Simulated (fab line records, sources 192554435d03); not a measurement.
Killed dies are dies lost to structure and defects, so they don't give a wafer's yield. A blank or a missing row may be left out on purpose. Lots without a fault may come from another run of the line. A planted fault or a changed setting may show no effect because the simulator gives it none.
fab line records | flow n5_finfet | part 1 of 2: steps 1 to 23 of 37
record lots=5 wafers=15 last_day=18
route steps=1938 shown BEOL_M12@1655 BEOL_M13@1659
lots that met no fault: from a run of the same line without faults
start_h: hours from the record's first day to the start of the lot's first wafer shown | wait_h: hours since the lot's step before | " the same as in the row above | L1.1+2: a row that stands for several wafers | - no value, or no start given | * or withheld: withheld | < > ~ a bound
route shown NAME@n: a module of which the file shows steps, and the number in the route of the first | usual: mean/standard deviation of fault-free wafers | same: alike in all rows | chamber/n: place in a boat | sites: the reading at each site | _std_site: their standard deviation | _edge_site: outer sites' mean less inner sites' | radius_mm: how far each site lies from the wafer's centre | mask NAME#n: copy n | behind: the tool/chamber that last shaped the wafer | hold: why the lot was held/for how many hours/how that ended | device: the transistor (n, p or np) that didn't switch | end of line: the same wafers' tests at the end of the route | a step without rows: its recipe alone | killed: dies lost to structure and defects at the first sort, not the wafer's yield | map: a wafer's dies, x killed, . not, _ none there
set.NAME: the setting as run; set.NAME@STEP: as run at that earlier step | model.NAME: the simulator's own value behind a step, which no gauge read
lots at some steps of the route; a table a step, a row a wafer
services: from which hour (start_h, from the record's first day; less than 0 if before it) a tool's chamber was out of use, for how many hours, and why
## steps
# step N5_BEOL_M12_PRE_CLEAN_52
# recipe gas=NH3 time_s=15 temp_c=withheld rf_power_w=300
# usual rf_fwd_power_W=294.3/1.3
# columns lot.wafer tool chamber start_h wait_h rf_fwd_power_W
L075.1 pecvd-03 1 310.43 0.0 294.6
L075.3 " 0 " " 294.1
L075.5 " 0 " " 293.6
L083.1 pecvd-01 0 349.80 0.0 294.2
L083.3 " 2 " " 296.8
L083.5 " 0 " " 295.8
L090.1 pecvd-04 0 387.17 0.0 295.8
L090.2 " 2 " " 293.9
L090.6 " 0 " " 296.1
L092.3 pecvd-03 2 405.53 0.0 292.5
L092.4 " 1 " " 294.1
L092.5 " 0 " " 293.3
L091.3 pecvd-03 1 405.80 0.0 295.4
L091.4 " 2 " " 292.7
L091.5 " 0 " " 294.1
# step N5_BEOL_M12_DEP_53
# recipe material=SiCN target_thk_a=300 temp_c=withheld precursor=3MS/NH3 pressure_torr=3 rf_w=675 time_s=10.5
# usual rf_fwd_power_W=664.0/2.8 showerhead_plenum_p_Torr=4.167/0.024 throttle_valve_pct=17.9/1
# columns lot.wafer tool chamber start_h wait_h rf_fwd_power_W showerhead_plenum_p_Torr throttle_valve_pct
L075.1 pecvd-03 1 310.45 0.0 664.7 4.147 19.0
L075.3 " 0 " " 664.9 4.151 18.7
L075.5 " 0 " " 666.0 4.159 18.5
L083.1 pecvd-01 0 349.82 0.0 665.9 4.166 17.5
L083.3 " 2 " " 668.0 4.176 16.4
L083.5 " 0 " " 664.7 4.173 17.6
L090.1 pecvd-04 0 387.19 0.0 668.0 4.191 18.8
L090.2 " 2 " " 665.1 4.189 17.7
L090.6 " 0 " " 669.8 4.188 18.5
L092.3 pecvd-03 2 405.55 0.0 659.5 4.186 16.7
L092.4 " 1 " " 667.7 4.139 18.9
L092.5 " 0 " " 664.3 4.149 18.6
L091.3 pecvd-03 1 405.82 0.0 663.3 4.125 18.8
L091.4 " 2 " " 662.3 4.178 16.8
L091.5 " 0 " " 662.0 4.159 18.6
# step N5_BEOL_M12_RS_MEAS_54
# recipe thk_meas_gauge=four-point-probe reads=Cu_of_BEOL_M12_ECD_47+Ta_of_BEOL_M12_SPUTTER_44+TaN_of_BEOL_M12_SPUTTER_43
# usual M12_RS=0.0605/0.0012
# columns lot.wafer tool chamber start_h wait_h M12_RS[ohm/sq]
L075.1 film_metro-01 - 310.51 0.0 0.0602
L075.3 " - " " 0.0594
L075.5 " - " " 0.0598
L083.1 film_metro-02 - 349.89 0.0 0.0614
L083.3 " - " " 0.0593
L083.5 " - " " 0.0591
L090.1 film_metro-01 - 387.26 0.0 0.0596
L090.2 " - " " 0.0584
L090.6 " - " " 0.0589
L092.3 film_metro-02 - 405.61 0.0 0.0595
L092.4 " - " " 0.0615
L092.5 " - " " 0.0595
L091.3 film_metro-02 - 405.88 0.0 0.0601
L091.4 " - " " 0.0596
L091.5 " - " " 0.0587
# step N5_BEOL_M12_INSPECT_55
# recipe inspect_instrument=darkfield mode=post_dep
# usual raw_defect_count=68/23
# columns lot.wafer tool chamber start_h wait_h raw_defect_count
L075.1 defect_inspect-01 - 310.54 0.0 73
L075.3 " - " " 68
L075.5 " - " " 42
L083.1 defect_inspect-01 - 349.91 0.0 54
L083.3 " - " " 85
L083.5 " - " " 72
L090.1 defect_inspect-01 - 387.28 0.0 71
L090.2 " - " " 48
L090.6 " - " " 54
L092.3 defect_inspect-01 - 405.64 0.0 66
L092.4 " - " " 48
L092.5 " - " " 58
L091.3 defect_inspect-02 - 405.91 0.0 129
L091.4 " - " " 112
L091.5 " - " " 104
# step N5_BEOL_M13_ILD_DEP_00
# recipe material=SiOC target_thk_a=8379.2 temp_c=350 precursor=DEMS/O2 pressure_torr=5 rf_w=500 time_s=166.4
# usual heater_power_w=499/79 rf_fwd_power_W=497.8/1.5 showerhead_plenum_p_Torr=5.697/0.016 throttle_valve_pct=11.9/0.54
# columns lot.wafer tool chamber start_h wait_h heater_power_w rf_fwd_power_W showerhead_plenum_p_Torr throttle_valve_pct
L075.1 pecvd-02 2 310.58 0.0 577 498.7 5.709 12.3
L075.3 " 0 " " 421 499.5 5.713 12.5
L075.5 " 2 " " 586 498.2 5.711 12.4
L083.1 pecvd-03 1 349.95 0.0 378 497.6 5.676 12.4
L083.3 " 2 " " 479 497.8 5.703 10.8
L083.5 " 1 " " 397 497.6 5.699 12.3
L090.1 pecvd-04 0 387.32 0.0 532 497.8 5.708 12.3
L090.2 " 1 " " 443 498.3 5.671 11.7
L090.6 " 1 " " 467 498.6 5.687 11.6
L092.3 pecvd-02 0 405.74 0.1 416 497.9 5.715 12.4
L092.4 " 2 " " 559 496.9 5.705 12.5
L092.5 " 2 " " 587 499.5 5.704 12.5
L091.3 pecvd-04 2 405.95 0.0 666 498.9 5.717 11.7
L091.4 " 1 " " 491 494.9 5.664 11.4
L091.5 " 0 " " 506 500.1 5.716 12.4
# step N5_BEOL_M13_THK_MEAS_01
# recipe reads=SiOC_of_BEOL_M13_ILD_DEP_00
# usual M13_ILD_THK=841/10
# columns lot.wafer tool chamber start_h wait_h M13_ILD_THK[nm]
L075.1 film_metro-01 - 310.73 0.1 832
L075.3 " - " " 825
L075.5 " - " " 831
L083.1 film_metro-01 - 350.12 0.1 840
L083.3 " - " " 843
L083.5 " - " " 853
L090.1 film_metro-01 - 387.47 0.1 824
L090.2 " - " " 830
L090.6 " - " " 833
L092.3 film_metro-01 - 405.89 0.1 844
L092.4 " - " " 847
L092.5 " - " " 851
L091.3 film_metro-01 - 406.10 0.1 841
L091.4 " - " " 835
L091.5 " - " " 843
# step N5_BEOL_M13_COAT_58
# recipe resist=BARC temp_c=205 time_s=60 spin_rpm=1500 resist_thk_nm=89
# columns lot.wafer tool chamber start_h wait_h
L075.1+3+5 litho_track-05 0 310.76 0.0
L083.1+3+5 litho_track-03 0 350.15 0.0
L090.1+2+6 litho_track-03 0 387.50 0.0
L092.3+4+5 litho_track-03 0 405.92 0.0
L091.3+4+5 litho_track-03 0 406.13 0.0
# step N5_BEOL_M13_COAT_04
# recipe spin_rpm=1625 resist_thk_nm=400
# columns lot.wafer tool chamber start_h wait_h
L075.1+3+5 litho_track-05 0 - -
L083.1+3+5 litho_track-03 0 - -
L090.1+2+6 litho_track-03 0 - -
L092.3+4+5 litho_track-03 0 - -
L091.3+4+5 litho_track-03 0 - -
# step N5_BEOL_M13_EBR_06
# recipe solvent=PGMEA ebr_width_mm=1.5
# columns lot.wafer tool chamber start_h wait_h
L075.1+3+5 litho_track-05 0 - -
L083.1+3+5 litho_track-03 0 - -
L090.1+2+6 litho_track-03 0 - -
L092.3+4+5 litho_track-03 0 - -
L091.3+4+5 litho_track-03 0 - -
# step N5_BEOL_M13_SOFTBAKE_05
# recipe temp_c=130 time_s=60
# columns lot.wafer tool chamber start_h wait_h
L075.1+3+5 litho_track-05 0 - -
L083.1+3+5 litho_track-03 0 - -
L090.1+2+6 litho_track-03 0 - -
L092.3+4+5 litho_track-03 0 - -
L091.3+4+5 litho_track-03 0 - -
# step N5_BEOL_M13_EXPOSE_07
# recipe mask_id=V12 na=0.93 source_shape=conventional sigma_outer=0.6 polarization=unpolarized attpsm_phase_deg=180 dose_mj=24.8
# columns lot.wafer tool chamber start_h wait_h mask
L075.1+3+5 krf_scanner-02 0 310.87 - V12#0
L083.1+3+5 krf_scanner-02 0 350.25 - V12#0
L090.1+2+6 krf_scanner-02 0 387.60 - V12#0
L092.3+4+5 krf_scanner-01 0 406.03 - V12#0
L091.3+4+5 krf_scanner-02 0 406.37 - V12#0
# step N5_BEOL_M13_PEB_08
# recipe peb_temp_c=130 peb_time_s=90
# columns lot.wafer tool chamber start_h wait_h
L075.1+3+5 litho_track-03 0 310.92 0.1
L083.1+3+5 litho_track-04 0 350.30 0.1
L090.1+2+6 litho_track-05 0 387.66 0.1
L092.3+4+5 litho_track-03 0 406.08 0.0
L091.3+4+5 litho_track-03 0 406.41 0.0
# step N5_BEOL_M13_DEVELOP_09
# recipe develop_time_s=45 rinse_liquid=diw dry=air_spin dev_temp_c=21
# usual developer_temp_C=21.00/0.093
# columns lot.wafer tool chamber start_h wait_h developer_temp_C
L075.1 litho_track-03 0 - - 20.99
L075.3 " 0 " " 20.75
L075.5 " 0 " " 20.83
L083.1 litho_track-04 0 - - 21.09
L083.3 " 0 " " 21.16
L083.5 " 0 " " 21.03
L090.1 litho_track-05 0 - - 21.00
L090.2 " 0 " " 21.01
L090.6 " 0 " " 20.95
L092.3 litho_track-03 0 - - 21.08
L092.4 " 0 " " 21.12
L092.5 " 0 " " 21.07
L091.3 litho_track-03 0 - - 20.90
L091.4 " 0 " " 20.90
L091.5 " 0 " " 20.91
# step N5_BEOL_M13_HARDBAKE_14
# recipe temp_c=130 time_s=120
# columns lot.wafer tool chamber start_h wait_h
L075.1+3+5 litho_track-03 0 - -
L083.1+3+5 litho_track-04 0 - -
L090.1+2+6 litho_track-05 0 - -
L092.3+4+5 litho_track-03 0 - -
L091.3+4+5 litho_track-03 0 - -
# step N5_BEOL_M13_CD_MEAS_10
# recipe target_cd_nm=190 landing_energy_ev=500 detector=se_inlens polarity=opening
# usual cd_nm=190.7/1.6
# columns lot.wafer tool chamber start_h wait_h cd_nm
L075.1 cd_sem-01 0 311.04 - 188.9
L075.3 " 0 " " 189.0
L075.5 " 0 " " 189.1
L083.1 cd_sem-01 0 350.42 - 193.7
L083.3 " 0 " " 191.0
L083.5 " 0 " " 193.1
L090.1 cd_sem-01 0 387.77 - 191.9
L090.2 " 0 " " 192.2
L090.6 " 0 " " 192.7
L092.3 cd_sem-02 0 406.19 - 188.6
L092.4 " 0 " " 190.8
L092.5 " 0 " " 187.1
L091.3 cd_sem-01 0 406.53 - 190.6
L091.4 " 0 " " 190.7
L091.5 " 0 " " 193.3
# step N5_BEOL_M13_OVL_MEAS_11
# recipe points_per_wafer=44
# usual V12_OVL=0/4.6
# columns lot.wafer tool chamber start_h wait_h V12_OVL[nm]
L075.1 overlay-01 0 311.07 0.0 -7
L075.3 " 0 " " 1
L075.5 " 0 " " 2
L083.1 overlay-02 0 350.45 0.0 9
L083.3 " 0 " " 2
L083.5 " 0 " " -1
L090.1 overlay-02 0 387.80 0.0 -1
L090.2 " 0 " " 1
L090.6 " 0 " " 4
L092.3 overlay-01 0 406.22 0.0 0
L092.4 " 0 " " 0
L092.5 " 0 " " 0
L091.3 overlay-02 0 406.56 0.0 -1
L091.4 " 0 " " 2
L091.5 " 0 " " -3
# step N5_BEOL_M13_INSPECT_12
# recipe mode=adi inspect_instrument=macro
# usual raw_defect_count=2.0/1.3
# columns lot.wafer tool chamber start_h wait_h raw_defect_count
L075.1 defect_inspect-02 - 311.09 0.0 4
L075.3 " - " " 3
L075.5 " - " " 2
L083.1 defect_inspect-01 - 350.47 0.0 0
L083.3 " - " " 1
L083.5 " - " " 0
L090.1 defect_inspect-02 - 387.83 0.0 3
L090.2 " - " " 2
L090.6 " - " " 3
L092.3 defect_inspect-02 - 406.25 0.0 1
L092.4 " - " " 2
L092.5 " - " " 2
L091.3 defect_inspect-01 - 406.58 0.0 2
L091.4 " - " " 3
L091.5 " - " " 4
# step N5_BEOL_M13_DESCUM_15
# recipe chemistry=O2 time_s=7.9 source_power_w=50 bias_power_w=20 pressure_mtorr=20 rf_frequency_hz=2.712e+07 temp_c=40 o2_flow_sccm=225
# usual drypump_motor_current_A=5.8/0.45 oes_product_au=0.81/0.096 rf_fwd_power_W=49.41/0.21 rf_vpp_V=243.0/1.5 showerhead_plenum_p_Torr=2.08/0.083 throttle_valve_pct=20.5/0.33
# columns lot.wafer tool chamber start_h wait_h drypump_motor_current_A oes_product_au rf_fwd_power_W rf_hours_counter_h rf_vpp_V showerhead_plenum_p_Torr throttle_valve_pct
L075.1 rie_diel-06 1 311.13 0.0 6.5 0.72 49.25 214 243.2 2.07 20.8
L075.3 " 2 " " 6.1 0.85 49.47 55 244.9 2.12 20.6
L075.5 " 0 " " 5.2 0.72 49.42 - 241.2 1.91 20.8
L083.1 rie_diel-05 2 350.51 0.0 6.0 0.71 49.30 193 243.9 2.16 20.9
L083.3 " 1 " " 5.6 0.94 49.32 22 243.9 2.14 20.2
L083.5 " 3 " " 5.2 0.99 49.69 - 242.2 2.07 20.0
L090.1 rie_diel-05 3 387.86 0.0 5.2 0.94 49.45 12 240.8 2.07 20.0
L090.2 " 0 " " 5.8 0.86 49.57 60 241.5 2.03 20.4
L090.6 " 2 " " 6.0 0.71 49.33 - 243.5 2.15 20.9
L092.3 rie_diel-05 0 406.28 0.0 5.8 0.85 49.56 66 243.0 2.03 20.4
L092.4 " 1 " " 5.7 0.90 49.05 38 244.5 2.13 20.2
L092.5 " 0 " " 5.8 0.85 49.79 - 243.3 2.03 20.4
L091.3 rie_diel-05 1 406.61 0.0 5.6 0.90 49.51 38 244.4 2.13 20.2
L091.4 " 3 " " 5.1 0.94 49.44 19 242.3 2.07 20.0
L091.5 " 0 " " 5.8 0.85 49.52 - 242.1 2.03 20.4
# step N5_BEOL_M13_ETCH_59
# recipe chemistry=N2/H2 target=BARC target_depth_a=890 overetch_a=267 time_s=67.9 ion_energy_ev=200 pressure_mtorr=30 source_w=840 bias_w=150 n2_flow_sccm=200 h2_flow_sccm=200
# usual drypump_motor_current_A=5.8/0.45 h2_flow_sccm=200.0/0.61 oes_product_au=0.69/0.078 rf_fwd_power_W=834/3.1 rf_vpp_V=523.5/2.8 showerhead_plenum_p_Torr=2.53/0.1 throttle_valve_pct=18.0/0.31
# columns lot.wafer tool chamber start_h wait_h drypump_motor_current_A h2_flow_sccm oes_product_au rf_fwd_power_W rf_hours_counter_h rf_vpp_V showerhead_plenum_p_Torr throttle_valve_pct
L075.1 rie_diel-06 1 311.16 0.0 6.5 199.5 0.62 833 214 522.6 2.50 18.2
L075.3 " 2 " " 6.1 201.1 0.73 831 55 524.6 2.58 18.0
L075.5 " 0 " " 5.3 200.3 0.62 834 - 518.5 2.33 18.1
L083.1 rie_diel-05 2 350.54 0.0 6.0 199.1 0.61 831 193 525.1 2.64 18.5
L083.3 " 1 " " 5.6 199.4 0.79 834 22 524.5 2.61 17.8
L083.5 " 3 " " 5.1 199.6 0.83 830 - 523.2 2.50 17.4
L090.1 rie_diel-05 3 387.90 0.0 5.1 199.7 0.81 833 12 521.7 2.50 17.4
L090.2 " 0 " " 5.8 200.3 0.73 837 60 521.6 2.46 17.9
L090.6 " 2 " " 6.0 199.6 0.60 835 - 526.0 2.64 18.5
L092.3 rie_diel-05 0 406.31 0.0 5.8 200.2 0.73 838 66 522.4 2.46 17.9
L092.4 " 1 " " 5.6 199.9 0.77 839 38 524.7 2.60 17.8
L092.5 " 0 " " 5.8 200.6 0.73 839 - 522.4 2.46 17.9
L091.3 rie_diel-05 1 406.65 0.0 5.7 200.7 0.76 836 38 524.8 2.60 17.8
L091.4 " 3 " " 5.2 199.4 0.79 831 19 522.2 2.50 17.4
L091.5 " 0 " " 5.8 200.2 0.73 834 - 520.8 2.46 17.9
# step N5_BEOL_M13_VIA_ETCH_16
# recipe chemistry=C4F8/O2/Ar target=SiOC pressure_mtorr=30 source_w=3000 bias_w=700 Ar_flow_sccm=400 C4F8_flow_sccm=15 O2_flow_sccm=8 he_inner_torr=15 he_outer_torr=30 target_depth_a=9217 time_s=withheld ion_energy_ev=250 ends=cleared
# usual drypump_motor_current_A=5.8/0.45 he_outer_torr=30.01/0.059 mfc_ar_sccm=400.0/1.3 oes_product_au=0.73/0.087 rf_fwd_power_W=2993/9.2 rf_vpp_V=665/3.7 showerhead_plenum_p_Torr=3.40/0.13 throttle_valve_pct=24.3/0.33
# columns lot.wafer tool chamber start_h wait_h drypump_motor_current_A he_outer_torr mfc_ar_sccm oes_product_au rf_fwd_power_W rf_vpp_V showerhead_plenum_p_Torr throttle_valve_pct
L075.1 rie_diel-06 1 311.21 0.0 6.5 30.08 398.2 0.65 3010 663 3.38 24.6
L075.3 " 2 " " 6.1 30.00 401.4 0.78 3007 666 3.45 24.3
L075.5 " 0 " " 5.3 29.95 402.9 0.66 2989 658 3.14 24.4
L083.1 rie_diel-05 2 350.59 0.0 6.0 29.95 398.9 0.64 2991 669 3.53 24.7
L083.3 " 1 " " 5.6 30.05 401.7 0.84 3004 668 3.49 24.0
L083.5 " 3 " " 5.2 29.94 400.0 0.90 2986 665 3.36 23.6
L090.1 rie_diel-05 3 387.95 0.0 5.2 29.95 400.9 0.86 2991 664 3.35 23.6
L090.2 " 0 " " 5.8 30.07 399.8 0.78 2992 663 3.35 24.3
L090.6 " 2 " " 6.0 29.91 401.0 0.64 2979 669 3.52 24.7
L092.3 rie_diel-05 0 406.36 0.0 5.8 30.04 400.7 0.77 2981 661 3.34 24.3
L092.4 " 1 " " 5.7 29.97 399.9 0.81 2985 668 3.48 24.0
L092.5 " 0 " " 5.8 30.10 400.1 0.78 2995 664 3.34 24.3
L091.3 rie_diel-05 1 406.70 0.0 5.6 30.02 400.4 0.81 2986 667 3.48 24.0
L091.4 " 3 " " 5.1 29.96 400.6 0.85 2994 663 3.35 23.7
L091.5 " 0 " " 5.8 30.01 396.4 0.77 2991 664 3.34 24.3
# step N5_BEOL_M13_STRIP_63
# recipe chemistry=N2/H2 power_w=1000 temp_c=250 h2_frac=0.65 overash_fraction=0.3 pressure_mtorr=1000 n2_flow_sccm=1750 h2_flow_sccm=3250
# usual drypump_motor_current_A=5.89/0.2 h2_flow_sccm=3252/9.5 heater_power_w=333/31 oes_product_au=0.673/0.0052 strip_time_to_endpoint_s=27.5/1
# columns lot.wafer tool chamber start_h wait_h drypump_motor_current_A h2_flow_sccm heater_power_w oes_product_au rf_hours_counter_h strip_time_to_endpoint_s
L075.1 plasma_asher-01 0 311.45 - 6.02 3256 348 0.669 84 27.9
L075.3 " 1 " " 5.82 3251 300 0.679 - 29.8
L075.5 " 1 " " 5.79 3248 295 0.673 - 27.9
L083.1 plasma_asher-02 1 350.83 - 5.62 3242 377 0.675 131 27.4
L083.3 " 1 " " 5.59 3245 372 0.680 - 27.5
L083.5 " 1 " " 5.61 3231 375 0.677 - 25.8
L090.1 plasma_asher-02 1 388.18 - 5.64 3236 369 0.675 138 28.8
L090.2 " 0 " " 6.14 3261 307 0.679 138 28.3
L090.6 " 1 " " 5.63 3257 378 0.674 - 27.4
L092.3 plasma_asher-01 1 406.62 - 5.80 3259 297 0.673 - 27.4
L092.4 " 0 " " 6.00 3255 346 0.666 - 27.3
L092.5 " 1 " " 5.82 3261 298 0.667 - 27.1
L091.3 plasma_asher-02 1 406.96 - 5.61 3259 378 0.677 - 28.5
L091.4 " 0 " " 6.12 3247 314 0.671 - 28.1
L091.5 " 1 " " 5.60 3259 368 0.676 - 27.8
# step N5_BEOL_M13_STRIP_64
# recipe chemistry=N2/H2 power_w=1000 temp_c=250 h2_frac=0.65 overash_fraction=0.3 pressure_mtorr=withheld n2_flow_sccm=1750 h2_flow_sccm=3250
# usual drypump_motor_current_A=5.89/0.21 h2_flow_sccm=3249/8.1 heater_power_w=333/31 oes_product_au=0.715/0.0045 strip_time_to_endpoint_s=31.31/0.086
# columns lot.wafer tool chamber start_h wait_h drypump_motor_current_A h2_flow_sccm heater_power_w oes_product_au rf_hours_counter_h strip_time_to_endpoint_s
L075.1 plasma_asher-01 0 311.51 0.0 6.04 3243 359 0.715 84 31.35
L075.3 " 1 " " 5.81 3246 300 0.717 - 31.33
L075.5 " 1 " " 5.79 3253 301 0.711 - 31.40
L083.1 plasma_asher-02 1 350.89 0.0 5.62 3255 373 0.712 131 31.28
L083.3 " 1 " " 5.63 3244 374 0.714 - 31.29
L083.5 " 1 " " 5.62 3251 381 0.711 - 31.29
L090.1 plasma_asher-02 1 388.24 0.0 5.61 3248 381 0.707 139 31.49
L090.2 " 0 " " 6.19 3254 310 0.714 139 31.41
L090.6 " 1 " " 5.60 3257 384 0.720 - 31.46
L092.3 plasma_asher-01 1 406.68 0.0 5.77 3233 299 0.715 - 31.18
L092.4 " 0 " " 6.02 3241 352 0.708 - 31.25
L092.5 " 1 " " 5.76 3244 300 0.717 - 31.17
L091.3 plasma_asher-02 1 407.02 0.0 5.61 3260 379 0.710 - 31.38
L091.4 " 0 " " 6.14 3255 301 0.718 - 31.36
L091.5 " 1 " " 5.60 3246 379 0.715 - 31.33
# step N5_BEOL_M13_STRIP_71
# recipe chemistry=post_etch_residue_remover time_s=60 temp_c=25 remover_ph=withheld remover_water_wt_pct=withheld remover_fluoride_wt_pct=withheld
# columns lot.wafer tool chamber start_h wait_h
L075.1+3+5 wet_bench-03 3,7,6 311.60 0.1
L083.1+3+5 wet_bench-06 7,1,0 350.98 0.1
L090.1+2+6 wet_bench-03 4,3,0 388.33 0.1
L092.3+4+5 wet_bench-03 5,7,0 406.75 0.0
L091.3+4+5 wet_bench-06 1,3,4 407.08 0.0
